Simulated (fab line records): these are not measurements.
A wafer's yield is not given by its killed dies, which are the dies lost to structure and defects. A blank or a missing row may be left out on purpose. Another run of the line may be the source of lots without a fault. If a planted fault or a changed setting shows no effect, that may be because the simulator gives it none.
8D (eight disciplines) problem report, filled in by code    flow nand harc    the parts of the form that need people (team, actions taken, sign-off) are left out

1. PROBLEM STATEMENT
At NHARC_P_M1_SOFTBAKE_04, heater power total W averages 179.60 W over 9 wafers from 3 lots, while fault-free wafers read 188.44 W, standard deviation 0.14. That is -63 standard deviations from the usual mean.
The step: time 55 s.
Earliest sighting: wafer L266.1 on litho track-04 at day 10 12:00. The record has a number at this step for 36 wafers belonging to 12 lots. By rule, "out" or "out of limits" means more than 4 standard deviations away from the usual mean. All remaining wafers that have a number are taken as sound.

2. WHAT IT IS, AND WHAT IT ISN'T
question                     is                      is not
which readings at this step  heater power total W    resist line temp C
which lots                   L266, L267, L270        L251, L255, L256, L257, L258, L261, L262, L264, L265
which wafers of those lots   all that have a number  -
read on which tools          litho track-04          litho track-01, litho track-06
when                         from day 10 12:00       up to then (24 sound wafers); but 3 sound wafers of L265 came after

3. THE SUSPECTS, EACH WITH WHAT RULES IT OUT
Counting: any tool at a process step up to the reading is kept as a suspect provided that every lot that is out went through it and no sound lot did after the first of them.
- litho track-04 at NHARC_P_M1_SOFTBAKE_04 (time 55 s): kept. Every lot that is out went through it, starting with L266 (day 10 12:00), and after that it ran no sound lot; the last sound lot it ran before then is L261 (day 9 17:00). On those wafers its own readings are out: heater power total W.
Remaining after the count: litho track-04 at NHARC_P_M1_SOFTBAKE_04.

4. THE CAUSE (what the simulator had put in)
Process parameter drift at NHARC_P_M1_SOFTBAKE_04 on litho track-04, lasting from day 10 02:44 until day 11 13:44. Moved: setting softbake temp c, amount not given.
This tool alone remained once counting was done.

5. THE CHAIN OF EFFECTS, in route order
Each row: a reading whose mean over the struck wafers that have a number lies more than 3 standard deviations from the usual. Readings are gone through only where the record gives a usual standard deviation; hours: the median, over the lots, of the time from a lot's start at the first step in this table giving one to that lot's start at this step; sigmas: the change measured in usual standard deviations.
hours  step                    reading               usual     on struck wafers  change  sigmas
0      NHARC_P_M1_SOFTBAKE_04  heater power total W  188.44 W  179.60            -8.84   -63
The process steps in it:
- NHARC_P_M1_SOFTBAKE_04: time 55 s.

6. WHAT WOULD HAVE CAUGHT IT SOONER
The fault began at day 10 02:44; the first out-of-limits reading in this record came at day 10 12:00, 9 hours later.
